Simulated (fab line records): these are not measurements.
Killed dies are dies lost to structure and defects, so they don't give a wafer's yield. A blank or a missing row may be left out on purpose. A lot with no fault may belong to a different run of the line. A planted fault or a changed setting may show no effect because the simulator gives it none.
Chamber matching || flow n5 finfet || N5_FIN_SAQP_STRIP_70 on rie diel-04: 4 sister chambers
The step strips in N2/H2. 4 wafers are shown with their chamber, then 10 later ones without.

WAFERS, EACH WITH ITS CHAMBER
{"wafer": "L079.4", "chamber": 2, "drypump motor current A (A)": 4.9}
{"wafer": "L085.1", "chamber": 3, "drypump motor current A (A)": 6.6}
{"wafer": "L090.2", "chamber": 0, "drypump motor current A (A)": 5.8}
{"wafer": "L090.4", "chamber": 1, "drypump motor current A (A)": 6.4}

WAFERS WITH NO CHAMBER GIVEN
{"wafer": "L090.5", "drypump motor current A (A)": 6.6}
{"wafer": "L092.1", "drypump motor current A (A)": 4.9}
{"wafer": "L092.4", "drypump motor current A (A)": 4.9}
{"wafer": "L092.6", "drypump motor current A (A)": 6.6}
{"wafer": "L095.2", "drypump motor current A (A)": 6.4}
{"wafer": "L095.3", "drypump motor current A (A)": 5.8}
{"wafer": "L095.5", "drypump motor current A (A)": 6.6}
{"wafer": "L097.1", "drypump motor current A (A)": 4.9}
{"wafer": "L097.2", "drypump motor current A (A)": 5.7}
{"wafer": "L097.4", "drypump motor current A (A)": 6.6}

THE CHAMBER EACH PASSED THROUGH
{"wafer": "L090.5", "from the rows above": 3, "in truth": 3}
{"wafer": "L092.1", "from the rows above": 2, "in truth": 2}
{"wafer": "L092.4", "from the rows above": 2, "in truth": 2}
{"wafer": "L092.6", "from the rows above": 3, "in truth": 3}
{"wafer": "L095.2", "from the rows above": 1, "in truth": 1}
{"wafer": "L095.3", "from the rows above": 0, "in truth": 0}
{"wafer": "L095.5", "from the rows above": 3, "in truth": 3}
{"wafer": "L097.1", "from the rows above": 2, "in truth": 2}
{"wafer": "L097.2", "from the rows above": 0, "in truth": 0}
{"wafer": "L097.4", "from the rows above": 3, "in truth": 3}
10 of 10 placed correctly. Can't be placed from these rows: 0. 0 placed wrongly.
How it was worked out, from the rows above alone: a wafer's distance from a chamber is the root of the sum, over the readings, of the square of ((its reading less the chamber's mean) divided by the reading's scatter). If the next closest chamber is less than 2 further off than the closest, the wafer can't be placed; otherwise it belongs to the closest. The mean given for a chamber averages the wafers shown for that chamber. The scatter (one wafer shown for each chamber): square how far every hidden wafer sits from the nearest shown wafer, average those squares and take the square root.
